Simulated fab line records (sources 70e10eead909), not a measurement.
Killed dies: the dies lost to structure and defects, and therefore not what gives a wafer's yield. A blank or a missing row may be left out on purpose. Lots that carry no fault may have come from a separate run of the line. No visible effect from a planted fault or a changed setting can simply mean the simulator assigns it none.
The same fault as seen by 2 desks :: flow nand harc :: every desk sees just its own numbers, and what lay behind them comes last

## FOR THE TOOL OWNER'S DESK: arfi scanner-02
The tool's own readings at NHARC_A_M0_EXPOSE_06 (exposes mask A M0, target cd 80 nm): means of the sampled wafers that have a number, for each lot that ran on this tool. The brackets show how far a lot's mean lies from the usual mean; more than 4 standard deviations puts the lot out of limits, marked OUT.
Columns: A = exposure dose mJ cm2 at NHARC_A_M0_EXPOSE_06, usual 83.20
lot: L118
first seen here: day 22 18:43
A: 83.16

lot: L121
first seen here: day 24 04:23
A: 83.16

lot: L132
first seen here: day 30 03:01
A: 42.64 (-99 or more) OUT

lot: L137
first seen here: day 31 05:40
A: 50.78 (-99 or more) OUT
This desk's finding: out of limits on L132, L137; first on L132, day 30 03:01 (exposure dose mJ cm2 at NHARC_A_M0_EXPOSE_06). L118, L121: within limits.

## AT THE METROLOGY DESK
Means of the sampled wafers that have a number, per lot and without regard to the tool the lot ran on: this is what the gauges read. The brackets show how far a lot's mean lies from the usual mean; more than 4 standard deviations puts the lot out of limits, marked OUT.
Columns: A = overlay x nm at NHARC_A_BLC_OVL_MEAS_11, usual 0.0 nm; B = overlay y nm at NHARC_A_BLC_OVL_MEAS_11, usual -0.2 nm; C = cd nm at NHARC_A_M0_CD_MEAS_09, usual 79.8 nm; D = cd nm at NHARC_A_M0_CD_MEAS_16, usual 79.8 nm
lot: L118
first seen here: day 22 14:54
A: -0.3
B: -1.1
C: 78.8
D: 78.5

lot: L117
first seen here: day 22 16:01
A: -0.0
B: -0.3
C: 80.5
D: 80.6

lot: L119
first seen here: day 23 21:04
A: -0.5
B: -0.4
C: 80.1
D: 80.3

lot: L121
first seen here: day 23 23:55
A: -0.5
B: -0.7
C: 79.8
D: 79.8

lot: L122
first seen here: day 24 16:40
A: -1.2
B: 1.1
C: 78.2
D: 77.6

lot: L123
first seen here: day 25 20:19
A: -0.1
B: 1.2
C: 79.1
D: 79.4

lot: L126
first seen here: day 26 09:52
A: -0.2
B: -0.7
C: 79.9
D: 80.3

lot: L127
first seen here: day 28 07:16
A: -0.3
B: -0.1
C: 79.1
D: 79.1

lot: L131
first seen here: day 29 11:25
A: -0.5
B: -0.6
C: 80.6
D: 80.1

lot: L132
first seen here: day 29 23:04
A: 0.0
B: -0.5
C: 37.6 (-50) OUT
D: -

lot: L137
first seen here: day 31 01:50
A: 0.5
B: -0.6
C: 47.3 (-39) OUT
D: 46.7 (-33) OUT

lot: L140
first seen here: day 32 11:49
A: -0.3
B: -0.9
C: 80.0
D: 80.8
This desk's finding: out of limits on L132, L137; first on L132, day 30 03:09 (cd nm at NHARC_A_M0_CD_MEAS_09). L118, L117, L119, L121, L122, L123, L126, L127, L131, L140: within limits.

## BROUGHT TOGETHER
The tool owner's desk could have raised an alarm at day 30 03:01, on L132, L137.
L132, L137 would have let the metrology desk raise an alarm at day 30 03:09.
On arfi scanner-02, each named lot ran NHARC_A_M0_EXPOSE_06.

## WHAT THE SIMULATOR HAD PUT IN
Process parameters drifting: arfi scanner-02 at NHARC_A_M0_EXPOSE_06, beginning at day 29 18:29. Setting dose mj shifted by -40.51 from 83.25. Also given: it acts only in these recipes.
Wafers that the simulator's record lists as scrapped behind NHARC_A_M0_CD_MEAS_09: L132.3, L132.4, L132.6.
Struck lots among those shown: L132, L137.
Counting hours from when the fault started, the first reading out of limits came at 9 for the tool owner's desk and at 9 for the metrology desk.
